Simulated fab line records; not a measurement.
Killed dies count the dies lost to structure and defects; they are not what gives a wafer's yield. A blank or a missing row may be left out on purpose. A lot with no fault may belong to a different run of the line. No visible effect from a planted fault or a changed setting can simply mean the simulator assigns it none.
fab line records | flow nandHarc
[record] lots = 13 | wafers = 34 | lastDay = 24
route steps=1159 shown A_CONTACT@866 END@1159
lots that met no fault: from a run of the same line without faults
startH: start of the lot's first displayed wafer, in hours after the record's first day | waitH: hours from the lot's prior step to this one | " the same as in the row above | L1.1+2: a row that stands for several wafers | - no value, or no start given | * or withheld: withheld | < > ~ a bound
route shown NAME@n: a module of which the file shows steps, and the number in the route of the first | usual: the fault-free wafers' mean and standard deviation | same: alike in all rows | chamber/n: place in a boat | sites: readings site by site | _std_site: the standard deviation of these | _edge_site: mean of outer sites minus mean of inner sites | radiusMm: how far each site lies from the wafer's centre | mask NAME#n: copy n | behind: the most recent tool/chamber to have shaped the wafer | hold: what put the lot on hold/how long, in hours/how the hold closed | device: whichever transistor did not switch (one of n, p or np) | end of line: the tests these same wafers got at the end of their route | where a step has no rows: the recipe by itself | killed: dies lost to structure and defects at the first sort, not the wafer's yield | map: a wafer's dies, x killed, . not, _ none there
set.NAME: the run value of the setting; set.NAME@STEP: its run value at that earlier step | model.NAME: the simulator's own value behind a step, which no gauge read
route steps across a sampled set of lots; one table per step, one row per wafer
services: the hour from which a tool's chamber was out of use, counted from the record's first day as startH (under 0 if before that day), plus the number of hours and why
[[steps]]
[step NHARC_A_CONTACT_ETCH_115]
[recipe] sourceW = withheld | pressureMtorr = 20 | biasV = 3000 | timeS = 94 | targetDepthA = 9220 | arFlowSccm = withheld | c4f8FlowSccm = withheld | o2FlowSccm = withheld | chemistry = C4F8/O2/Ar
lot.wafer | tool          | chamber | startH | waitH | rfHoursCounterH
L238.2    | harCapEtch-01 | 0       | 384.40 | 0.1   | 57
L238.4    | "             | 1       | "      | "     | -
L238.5    | "             | 1       | "      | "     | -
L234.1    | harCapEtch-02 | 0       | 385.04 | 0.1   | 9
L234.4    | "             | 1       | "      | "     | -
L234.6    | "             | 1       | "      | "     | -
L240.5    | harCapEtch-01 | 1       | 409.68 | 0.1   | -
L241.2    | harCapEtch-02 | 0       | 416.36 | 0.1   | 15
L241.3    | "             | 1       | "      | "     | -
L241.5    | "             | 1       | "      | "     | -
L242.1    | harCapEtch-01 | 1       | 423.33 | 0.1   | 64
L242.5    | "             | 1       | "      | "     | -
L245.4    | harCapEtch-01 | 1       | 439.39 | 0.1   | -
L246.2    | harCapEtch-02 | 1       | 440.16 | 0.1   | 20
L246.4    | "             | 1       | "      | "     | -
L246.6    | "             | 0       | "      | "     | -
L247.2    | harCapEtch-02 | 0       | 446.27 | 0.1   | 21
L247.1    | "             | 1       | "      | "     | 21
L247.4    | "             | 0       | "      | "     | -
L251.1    | harCapEtch-03 | 1       | 464.31 | 0.1   | 99
L251.2    | "             | 0       | "      | "     | 99
L251.3    | "             | 1       | "      | "     | -
L252.3    | harCapEtch-03 | 1       | 468.97 | 0.1   | -
L252.4    | "             | 0       | "      | "     | -
L252.5    | "             | 1       | "      | "     | -
L253.2    | harCapEtch-02 | 0       | 484.40 | 0.1   | 29
L253.3    | "             | 1       | "      | "     | -
L253.5    | "             | 0       | "      | "     | -
L254.1    | harCapEtch-01 | 1       | 491.67 | 0.1   | 78
L254.4    | "             | 0       | "      | "     | -
L254.6    | "             | 1       | "      | "     | -
L257.1    | harCapEtch-02 | 0       | 505.50 | 0.1   | 32
L257.2    | "             | 1       | "      | "     | 32
L257.4    | "             | 0       | "      | "     | -
[step NHARC_A_CONTACT_ETCH_102]
[recipe] targetDepthA = 700 | overetchA = 70 | timeS = 38.5 | ionEnergyEv = 100 | cf4FlowSccm = 80 | o2FlowSccm = 20 | arFlowSccm = 0 | rfW = 300 | biasW = 100 | chemistry = CF4/O2
[usual] biasW = 99.97/0.28 | cf4FlowSccm = 80.03/0.25 | drypumpMotorCurrentA = 5.6/0.47 | oesProductAu = 1.000/0.0093 | rfVppV = 197.9/1.6 | showerheadPlenumPTorr = 1.35/0.063 | throttleValvePct = 13.397/0.0092
lot.wafer | tool       | chamber | startH | waitH | biasW  | cf4FlowSccm | drypumpMotorCurrentA | oesProductAu | rfHoursCounterH | rfVppV | showerheadPlenumPTorr | throttleValvePct
L238.4    | rieDiel-11 | 3       | 386.25 | 0.1   | 99.95  | 80.26       | 5.5                  | 1.007        | 4               | 199.0  | 1.37                  | 13.406
L238.2    | "          | 2       | "      | "     | 100.08 | 80.09       | 5.9                  | 1.012        | 4               | 200.1  | 1.43                  | 13.401
L238.5    | "          | 0       | "      | "     | 100.09 | 80.42       | 6.5                  | 0.990        | -               | 199.0  | 1.43                  | 13.376
L234.1    | rieDiel-09 | 0       | 386.94 | 0.1   | 99.98  | 79.75       | 5.4                  | 1.001        | 47              | 198.4  | 1.30                  | 13.398
L234.6    | "          | 0       | "      | "     | 100.21 | 79.59       | 5.5                  | 0.995        | -               | 196.1  | 1.30                  | 13.397
L234.4    | "          | 2       | "      | "     | 100.41 | 79.55       | 5.5                  | 1.019        | -               | 198.5  | 1.33                  | 13.396
L240.5    | rieDiel-06 | 1       | 411.51 | 0.1   | 99.93  | 80.38       | 5.4                  | 0.994        | -               | 197.5  | 1.34                  | 13.407
L241.2    | rieDiel-09 | 1       | 418.21 | 0.1   | 100.03 | 80.00       | 4.7                  | 0.995        | 59              | 198.3  | 1.38                  | 13.388
L241.3    | "          | 2       | "      | "     | 100.10 | 79.68       | 5.5                  | 1.014        | 59              | 197.5  | 1.32                  | 13.394
L241.5    | "          | 3       | "      | "     | 99.22  | 80.21       | 5.7                  | 1.017        | -               | 196.6  | 1.25                  | 13.405
L242.1    | rieDiel-11 | 2       | 425.72 | 0.2   | 99.96  | 79.57       | 5.9                  | 1.000        | 19              | 199.5  | 1.43                  | 13.410
L242.5    | "          | 0       | "      | "     | 99.91  | 79.73       | 6.5                  | 0.982        | -               | 200.6  | 1.43                  | 13.411
L245.4    | rieDiel-09 | 2       | 441.40 | 0.1   | 99.61  | 80.26       | 5.5                  | 1.009        | 0               | 196.4  | 1.32                  | 13.387
L246.2    | rieDiel-06 | 1       | 442.34 | 0.1   | 100.30 | 79.65       | 5.4                  | 1.010        | 4               | 197.0  | 1.34                  | 13.394
L246.4    | "          | 3       | "      | "     | 99.75  | 79.98       | 6.4                  | 1.007        | 4               | 198.0  | 1.32                  | 13.408
L246.6    | "          | 0       | "      | "     | 99.62  | 79.84       | 5.5                  | 1.002        | -               | 200.1  | 1.44                  | 13.386
L247.2    | rieDiel-06 | 2       | 448.49 | 0.1   | 99.43  | 79.90       | 5.3                  | 1.016        | 6               | 200.1  | 1.42                  | 13.404
L247.1    | "          | 1       | "      | "     | 99.84  | 79.78       | 5.4                  | 1.012        | 6               | 197.4  | 1.34                  | 13.394
L247.4    | "          | 2       | "      | "     | 100.24 | 80.22       | 5.3                  | 1.014        | -               | 198.6  | 1.42                  | 13.390
L251.3    | rieDiel-09 | 1       | 466.24 | 0.1   | 100.68 | 80.04       | 4.8                  | 0.996        | 11              | 197.9  | 1.38                  | 13.397
L251.1    | "          | 2       | "      | "     | 99.85  | 79.82       | 5.5                  | 0.996        | 9               | 196.7  | 1.32                  | 13.394
L251.2    | "          | 3       | "      | "     | 99.67  | 80.32       | 5.7                  | 1.006        | 8               | 196.0  | 1.25                  | 13.399
L252.3    | rieDiel-09 | 0       | 470.86 | 0.1   | 99.98  | 80.18       | 5.4                  | 0.987        | 11              | 194.1  | 1.29                  | 13.399
L252.4    | "          | 1       | "      | "     | 100.21 | 80.56       | 4.7                  | 0.987        | 12              | 198.4  | 1.37                  | 13.402
L252.5    | "          | 0       | "      | "     | 99.76  | 80.34       | 5.4                  | 0.997        | -               | 197.0  | 1.30                  | 13.402
L253.3    | rieDiel-09 | 3       | 486.23 | 0.1   | 100.24 | 80.23       | 5.7                  | 0.999        | 13              | 195.3  | 1.24                  | 13.411
L253.2    | "          | 2       | "      | "     | 100.38 | 80.01       | 5.5                  | 0.995        | 14              | 196.4  | 1.32                  | 13.407
L253.5    | "          | 3       | "      | "     | 100.09 | 79.95       | 5.7                  | 1.004        | -               | 195.7  | 1.24                  | 13.402
L254.1    | rieDiel-06 | 1       | 493.50 | 0.1   | 99.69  | 80.23       | 5.4                  | 0.989        | 16              | 197.1  | 1.34                  | 13.397
L254.4    | "          | 2       | "      | "     | 100.02 | 79.85       | 5.3                  | 1.004        | 15              | 199.8  | 1.42                  | 13.400
L254.6    | "          | 0       | "      | "     | 99.57  | 80.36       | 5.5                  | 0.981        | -               | 200.4  | 1.44                  | 13.402
L257.1    | rieDiel-09 | 1       | 507.65 | 0.2   | 99.92  | 80.35       | 4.7                  | 1.005        | 24              | 199.4  | 1.37                  | 13.398
L257.4    | "          | 2       | "      | "     | 100.20 | 80.74       | 5.5                  | 0.988        | 23              | 197.3  | 1.32                  | 13.392
L257.2    | "          | 3       | "      | "     | 99.72  | 79.80       | 5.6                  | 0.999        | 19              | 193.9  | 1.24                  | 13.384
[step NHARC_A_CONTACT_DESCUM_74]
[recipe] timeS = 3 | o2FlowSccm = 200 | arFlowSccm = 0 | biasPowerW = 0 | chemistry = O2
[usual] drypumpMotorCurrentA = 5.5/0.45 | oesProductAu = 0.999/0.008 | rfVppV = 57.7/0.92 | showerheadPlenumPTorr = 1.92/0.093 | throttleValvePct = 11.311/0.0089
lot.wafer | tool       | chamber | startH | waitH | hold                    | drypumpMotorCurrentA | oesProductAu | rfHoursCounterH | rfVppV | showerheadPlenumPTorr | throttleValvePct
L238.4    | rieDiel-06 | 1       | 389.57 | 0.1   | -                       | 5.4                  | 0.996        | 25              | 59.3   | 1.92                  | 11.299
L238.2    | "          | 2       | "      | "     | -                       | 5.3                  | 0.998        | 29              | 58.3   | 2.04                  | 11.312
L238.5    | "          | 0       | "      | "     | -                       | 5.5                  | 0.999        | -               | 56.2   | 1.76                  | 11.306
L234.1    | rieDiel-09 | 1       | 390.34 | 0.1   | -                       | 4.7                  | 0.995        | 49              | 58.6   | 1.98                  | 11.306
L234.6    | "          | 2       | "      | "     | -                       | 5.5                  | 1.010        | -               | 57.3   | 1.90                  | 11.308
L234.4    | "          | 1       | "      | "     | -                       | 4.7                  | 0.989        | -               | 58.0   | 1.98                  | 11.322
L241.2    | rieDiel-09 | 1       | 422.86 | 0.1   | -                       | 4.7                  | 0.992        | 62              | 58.8   | 1.98                  | 11.316
L241.3    | "          | 2       | "      | "     | -                       | 5.5                  | 0.995        | 62              | 57.1   | 1.90                  | 11.324
L241.5    | "          | 2       | "      | "     | -                       | 5.5                  | 0.992        | -               | 58.5   | 1.90                  | 11.317
L240.5    | rieDiel-06 | 0       | 427.23 | 10.7  | awaitDispo/2.3h/release | 5.5                  | 1.002        | -               | 57.3   | 1.76                  | 11.305
L242.1    | rieDiel-06 | 1       | 434.04 | 2.1   | awaitDispo/2.0h/release | 5.4                  | 0.999        | 1               | 58.6   | 1.92                  | 11.308
L242.5    | "          | 0       | "      | "     | awaitDispo/2.0h/release | 5.5                  | 1.006        | -               | 58.6   | 2.08                  | 11.308
L246.2    | rieDiel-06 | 2       | 445.68 | 0.1   | -                       | 5.3                  | 1.014        | 5               | 59.2   | 2.04                  | 11.320
L246.6    | "          | 2       | "      | "     | -                       | 5.3                  | 1.009        | -               | 57.5   | 2.04                  | 11.310
L246.4    | "          | 1       | "      | "     | -                       | 5.4                  | 1.010        | -               | 57.3   | 1.92                  | 11.313
L245.4    | rieDiel-09 | 2       | 447.31 | 2.4   | awaitDispo/2.2h/release | 5.5                  | 0.999        | 2               | 57.8   | 1.89                  | 11.297
L247.4    | rieDiel-06 | 1       | 452.82 | 0.1   | -                       | 5.4                  | 1.003        | 6               | 57.3   | 1.92                  | 11.305
L247.2    | "          | 3       | "      | "     | -                       | 6.4                  | 0.999        | 6               | 59.3   | 1.89                  | 11.318
L247.1    | "          | 0       | "      | "     | -                       | 5.5                  | 1.007        | 4               | 59.7   | 2.08                  | 11.302
L251.2    | rieDiel-06 | 3       | 469.98 | 0.1   | -                       | 6.4                  | 0.986        | 11              | 56.4   | 1.89                  | 11.311
L251.1    | "          | 0       | "      | "     | -                       | 5.5                  | 0.999        | 11              | 59.0   | 2.07                  | 11.311
L251.3    | "          | 1       | "      | "     | -                       | 5.4                  | 0.999        | 12              | 58.5   | 1.91                  | 11.323
L252.3    | rieDiel-09 | 0       | 474.19 | 0.1   | -                       | 5.4                  | 0.995        | 12              | 57.5   | 1.86                  | 11.295
L252.4    | "          | 1       | "      | "     | -                       | 4.7                  | 1.000        | 13              | 57.1   | 1.97                  | 11.300
L252.5    | "          | 3       | "      | "     | -                       | 5.7                  | 0.999        | -               | 57.8   | 1.78                  | 11.310
L253.2    | rieDiel-06 | 0       | 491.28 | 0.1   | -                       | 5.5                  | 1.000        | 14              | 57.1   | 2.07                  | 11.305
L253.3    | "          | 1       | "      | "     | -                       | 5.4                  | 1.006        | 15              | 57.0   | 1.91                  | 11.323
L253.5    | "          | 3       | "      | "     | -                       | 6.4                  | 1.001        | -               | 57.9   | 1.89                  | 11.340
L254.4    | rieDiel-09 | 3       | 496.78 | 0.1   | -                       | 5.7                  | 1.001        | 16              | 57.5   | 1.78                  | 11.308
L254.1    | "          | 2       | "      | "     | -                       | 5.5                  | 0.991        | 18              | 57.5   | 1.89                  | 11.303
L254.6    | "          | 3       | "      | "     | -                       | 5.7                  | 0.995        | -               | 57.8   | 1.78                  | 11.314
L257.1    | rieDiel-09 | 3       | 510.94 | 0.1   | -                       | 5.7                  | 1.010        | 20              | 57.5   | 1.78                  | 11.311
L257.2    | "          | 0       | "      | "     | -                       | 5.5                  | 1.010        | 21              | 58.2   | 1.85                  | 11.313
L257.4    | "          | 1       | "      | "     | -                       | 4.7                  | 0.994        | 25              | 59.5   | 1.97                  | 11.321
[step NHARC_A_CONTACT_ETCH_124]
[recipe] sourceW = withheld | pressureMtorr = 20 | biasV = withheld | timeS = 140 | targetDepthA = 7000 | arFlowSccm = withheld | c4f8FlowSccm = withheld | o2FlowSccm = withheld | chemistry = C4F8/O2/Ar
lot.wafer | tool          | chamber | startH | waitH | rfHoursCounterH
L238.2    | harCapEtch-02 | 1       | 390.68 | -     | 10
L238.4    | "             | 0       | "      | "     | -
L238.5    | "             | 1       | "      | "     | -
L234.1    | harCapEtch-03 | 0       | 391.73 | -     | 84
L234.4    | "             | 1       | "      | "     | -
L234.6    | "             | 0       | "      | "     | -
L241.2    | harCapEtch-03 | 0       | 424.32 | -     | 90
L241.3    | "             | 1       | "      | "     | -
L241.5    | "             | 0       | "      | "     | -
L240.5    | harCapEtch-03 | 0       | 428.46 | -     | -
L242.1    | harCapEtch-01 | 0       | 435.83 | -     | 66
L242.5    | "             | 1       | "      | "     | -
L246.2    | harCapEtch-03 | 0       | 447.05 | -     | 95
L246.4    | "             | 0       | "      | "     | -
L246.6    | "             | 1       | "      | "     | -
L245.4    | harCapEtch-01 | 0       | 448.83 | -     | -
L247.1    | harCapEtch-01 | 0       | 454.16 | -     | 72
L247.2    | "             | 1       | "      | "     | 72
L247.4    | "             | 0       | "      | "     | -
L251.1    | harCapEtch-02 | 1       | 471.16 | -     | 26
L251.2    | "             | 0       | "      | "     | 26
L251.3    | "             | 1       | "      | "     | -
L252.4    | harCapEtch-03 | 0       | 475.36 | -     | -
L252.3    | "             | 1       | "      | "     | -
L252.5    | "             | 1       | "      | "     | -
L253.2    | harCapEtch-03 | 1       | 492.39 | -     | 104
L253.3    | "             | 0       | "      | "     | -
L253.5    | "             | 1       | "      | "     | -
L254.1    | harCapEtch-01 | 0       | 497.95 | -     | 79
L254.4    | "             | 0       | "      | "     | -
L254.6    | "             | 0       | "      | "     | -
L257.1    | harCapEtch-02 | 0       | 512.06 | -     | 33
L257.2    | "             | 1       | "      | "     | 33
L257.4    | "             | 0       | "      | "     | -
[step NHARC_A_CONTACT_ETCH_128]
[recipe] sourceW = withheld | pressureMtorr = 20 | biasV = 1200 | timeS = 155 | targetDepthA = 9560 | arFlowSccm = withheld | c4f8FlowSccm = withheld | o2FlowSccm = withheld | chemistry = C4F8/O2/Ar
lot.wafer | tool          | chamber | startH | waitH | rfHoursCounterH
L238.2    | harCapEtch-02 | 1       | 391.31 | 0.1   | 11
L238.4    | "             | 0       | "      | "     | -
L238.5    | "             | 1       | "      | "     | -
L234.1    | harCapEtch-03 | 0       | 392.36 | 0.1   | 85
L234.4    | "             | 1       | "      | "     | -
L234.6    | "             | 0       | "      | "     | -
L241.2    | harCapEtch-03 | 0       | 424.94 | 0.1   | 91
L241.3    | "             | 1       | "      | "     | -
L241.5    | "             | 0       | "      | "     | -
L240.5    | harCapEtch-03 | 0       | 429.05 | 0.1   | -
L242.1    | harCapEtch-01 | 0       | 436.44 | 0.1   | 66
L242.5    | "             | 1       | "      | "     | -
L246.2    | harCapEtch-03 | 0       | 447.66 | 0.1   | 96
L246.4    | "             | 0       | "      | "     | -
L246.6    | "             | 1       | "      | "     | -
L245.4    | harCapEtch-01 | 0       | 449.44 | 0.1   | -
L247.1    | harCapEtch-01 | 0       | 454.78 | 0.1   | 72
L247.2    | "             | 1       | "      | "     | 72
L247.4    | "             | 0       | "      | "     | -
L251.1    | harCapEtch-02 | 1       | 471.79 | 0.1   | 27
L251.2    | "             | 0       | "      | "     | 27
L251.3    | "             | 1       | "      | "     | -
L252.4    | harCapEtch-03 | 0       | 475.97 | 0.1   | -
L252.3    | "             | 1       | "      | "     | -
L252.5    | "             | 1       | "      | "     | -
L253.2    | harCapEtch-03 | 1       | 493.02 | 0.1   | 104
L253.3    | "             | 0       | "      | "     | -
L253.5    | "             | 1       | "      | "     | -
L254.1    | harCapEtch-01 | 0       | 498.57 | 0.1   | 79
L254.4    | "             | 0       | "      | "     | -
L254.6    | "             | 0       | "      | "     | -
L257.1    | harCapEtch-02 | 0       | 512.69 | 0.1   | 34
L257.2    | "             | 1       | "      | "     | 34
L257.4    | "             | 0       | "      | "     | -
[step NHARC_END_SORT_01]
[recipe] tempC = 25
[usual] killedAtArray = 29/11 | killedAtOther = 0.7/1.1 | killedAtPeriphery = 2.9/2.2 | killedDies = 33/11 | killedOpen = 3.1/1.8 | killedShort = 1.9/1.4
[same] grossDies = 677
lot.wafer | tool      | chamber | startH | waitH | killedAtArray | killedAtOther | killedAtPeriphery | killedDies | killedOpen | killedShort
L242.1    | prober-01 | 0       | 498.75 | 2.5   | 86            | 1             | 1                 | 88         | 5          | 2
L242.5    | prober-01 | 0       | 501.90 | 3.7   | 71            | 1             | 2                 | 74         | 4          | 4
L240.5    | prober-01 | 0       | 526.82 | 3.7   | 83            | 0             | 4                 | 87         | 4          | 2
L245.4    | prober-01 | 0       | 527.81 | 3.4   | 85            | 0             | 0                 | 85         | 0          | 2
// killed by level:class
L242.1 A_CONTACT:unspecified=57 A_CHANNEL_HOLE_D1:chamberFilmFlake=18 A_ONON_D1:geometricParticle:short=2 A_CONTACT:geometricParticle:open=2 A_CONTACT:chamberFilmFlake=2 P_M0:geometricParticle:open=1 A_ONON_D1:geometricParticle:open=1 STARTING-WAFER:geometricParticle:open=1
L242.5 A_CONTACT:unspecified=52 A_CHANNEL_HOLE_D1:chamberFilmFlake=9 A_WL_FILL:geometricParticle:short=3 A_CHANNEL_FILL_D1:geometricParticle:open=2 P_ZERO_WELL:chamberFilmFlake=2 A_CONTACT:chamberFilmFlake=2 A_CHANNEL_FILL_D1:geometricParticle:short=1 A_M0:geometricParticle:open=1
L240.5 A_CONTACT:unspecified=51 A_CHANNEL_HOLE_D1:chamberFilmFlake=14 A_SLIT:chamberFilmFlake=10 P_ZERO_WELL:chamberFilmFlake=3 A_CONTACT:geometricParticle:open=2 A_WL_FILL:chamberFilmFlake=2 P_M0:geometricParticle:open=1 A_ONON_D1:geometricParticle:open=1
L245.4 A_CONTACT:unspecified=55 A_SLIT:chamberFilmFlake=12 A_CHANNEL_HOLE_D1:chamberFilmFlake=8 A_CONTACT:chamberFilmFlake=5 A_SGD_CUT:chamberFilmFlake=3 A_CHANNEL_FILL_D1:geometricParticle:short=2
[[services]]
tool       | chamber | startH | hours | kind
rieDiel-09 | 0       | 361.38 | -     | clean
rieDiel-09 | 1       | 361.38 | -     | clean
rieDiel-09 | 2       | 361.38 | -     | clean
rieDiel-09 | 3       | 361.38 | -     | clean
rieDiel-09 | 3       | 361.78 | 33.2  | repair
rieDiel-11 | -       | 366.57 | 9.0   | pm
rieDiel-09 | 0       | 385.88 | -     | clean
rieDiel-09 | 1       | 385.88 | -     | clean
rieDiel-09 | 2       | 385.88 | -     | clean
rieDiel-09 | 2       | 401.76 | 4.6   | repair
rieDiel-09 | 0       | 410.38 | -     | clean
rieDiel-09 | 1       | 410.38 | -     | clean
rieDiel-09 | 2       | 410.38 | -     | clean
rieDiel-09 | 3       | 410.38 | -     | clean
rieDiel-09 | 0       | 414.73 | 17.9  | repair
rieDiel-11 | 0       | 415.66 | 3.6   | repair
rieDiel-06 | -       | 418.20 | 9.0   | pm
rieDiel-06 | 3       | 430.53 | 1.5   | repair
rieDiel-09 | -       | 431.22 | 9.0   | pm
rieDiel-09 | 1       | 431.22 | 9.0   | ventCycle
rieDiel-09 | 2       | 431.22 | 9.0   | ventCycle
rieDiel-06 | 2       | 502.43 | 5.0   | repair
rieDiel-11 | 3       | 506.89 | 14.9  | repair
rieDiel-06 | 0       | 508.47 | 4.6   | repair
[[key]]
[firstSign] step = NHARC_END_SORT_01 | reading = killedAtArray | direction = up | sigmas = 4.7 | usual = 29 | struck = 81
[effect] step = NHARC_END_SORT_01 | reading = killedDies | direction = up | sigmas = 4.6 | usual = 33 | struck = 84
[moreKillsBornAt] NHARC_A_CONTACT_ETCH_115@harCapEtch-01 = 213
metAt NHARC_A_CONTACT_ETCH_115
struckLots L240,L242,L245
struckWafers L240.5,L242.1,L242.5,L245.4
testerLeftOut L240,L242,L245
notActingAt NHARC_A_CONTACT_ETCH_102,NHARC_A_CONTACT_ETCH_124,NHARC_A_CONTACT_ETCH_128
onsetBetween 384.40 409.68
[fault] kind = chamberParticleSource | tool = harCapEtch-01 | chamber = 1 | onsetH = 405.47 | steps = NHARC_A_CONTACT_ETCH_115 | ratePerVisitCm2 = 0.56404 | endH = 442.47
// testerLeftOut: of these lots the tester's yield and bins aren't shown, on N5 and GAA mostly nor the transistor test; their killed dies are dies lost to structure and defects alone, not to doping, threshold or leakage, so they don't give the yield
